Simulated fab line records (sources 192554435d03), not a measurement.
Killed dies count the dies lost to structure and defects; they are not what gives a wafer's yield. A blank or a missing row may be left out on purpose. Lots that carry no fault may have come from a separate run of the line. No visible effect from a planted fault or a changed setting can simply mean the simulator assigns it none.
Chamber matching ; flow n5-finfet ; N5_BEOL_M3_STRIP_19 on rie-diel-01 has 4 sister chambers
The step strips in O2. 22 wafers are shown with their chamber, then 11 later ones without.

== WAFERS WITH THEIR CHAMBER ==
wafer;chamber;drypump-motor-current-A (A);showerhead-plenum-p-Torr (Torr);oes-product-au (a.u.)
L076.2;3;6.4;2.05;0.89
L076.3;1;5.2;2.07;0.70
L076.4;0;4.8;2.12;0.90
L077.1;1;5.2;2.07;0.71
L077.2;3;6.4;2.05;0.88
L077.4;2;6.1;2.03;0.98
L078.1;1;5.2;2.07;0.70
L078.2;2;6.1;2.03;0.97
L078.3;0;4.7;2.12;0.90
L078.4;3;6.4;2.05;0.89
L078.5;3;6.4;2.05;0.89
L078.6;0;4.7;2.12;0.89
L079.1;2;6.1;2.03;0.97
L079.3;3;6.4;2.05;0.88
L079.6;0;4.7;2.12;0.90
L081.2;1;5.2;2.07;0.71
L081.3;3;6.4;2.04;0.87
L081.5;3;6.4;2.04;0.87
L083.1;1;5.2;2.07;0.70
L083.2;3;6.4;2.04;0.87
L083.3;2;6.1;2.03;0.94
L083.4;0;4.7;2.12;0.88

SIGNATURES, as means of the wafers listed above
reading;chamber 0;chamber 1;chamber 2;chamber 3;scatter within a chamber
drypump-motor-current-A;4.720;5.200;6.100;6.400;0.0211
showerhead-plenum-p-Torr;2.1200;2.0700;2.0300;2.0462;0.00323
oes-product-au;0.8940;0.7040;0.9650;0.8800;0.0104
Rule: a wafer lies at a distance from a chamber equal to the root of the sum of squares, over the readings, of (its reading less the chamber's mean, divided by the reading's scatter). The wafer belongs to the nearest chamber; if the next one is less than 2 further off, it can't be placed. The scatter is the square root of a quotient: the sum, over the shown wafers, of each reading's squared deviation from its chamber's mean, divided by wafers minus chambers.

== WAFERS WITH NO CHAMBER GIVEN ==
wafer;drypump-motor-current-A (A);showerhead-plenum-p-Torr (Torr);oes-product-au (a.u.)
L083.5;5.2;2.07;0.70
L083.6;4.8;2.12;0.88
L092.1;6.4;2.04;0.84
L092.2;5.2;2.06;0.68
L092.3;6.1;2.02;0.92
L096.2;5.2;2.06;0.68
L096.4;6.4;2.04;0.84
L096.6;6.1;2.02;0.91
L097.3;6.1;2.02;0.90
L097.5;4.7;2.11;0.85
L097.6;5.2;2.06;0.68

== THE CHAMBER EACH PASSED THROUGH ==
wafer;from the rows above;in truth
L083.5;1;1
L083.6;0;0
L092.1;3;3
L092.2;1;1
L092.3;2;2
L096.2;1;1
L096.4;3;3
L096.6;2;2
L097.3;2;2
L097.5;0;0
L097.6;1;1
11 of 11 placed correctly. Number that these rows cannot place: 0. Wrongly placed: 0.
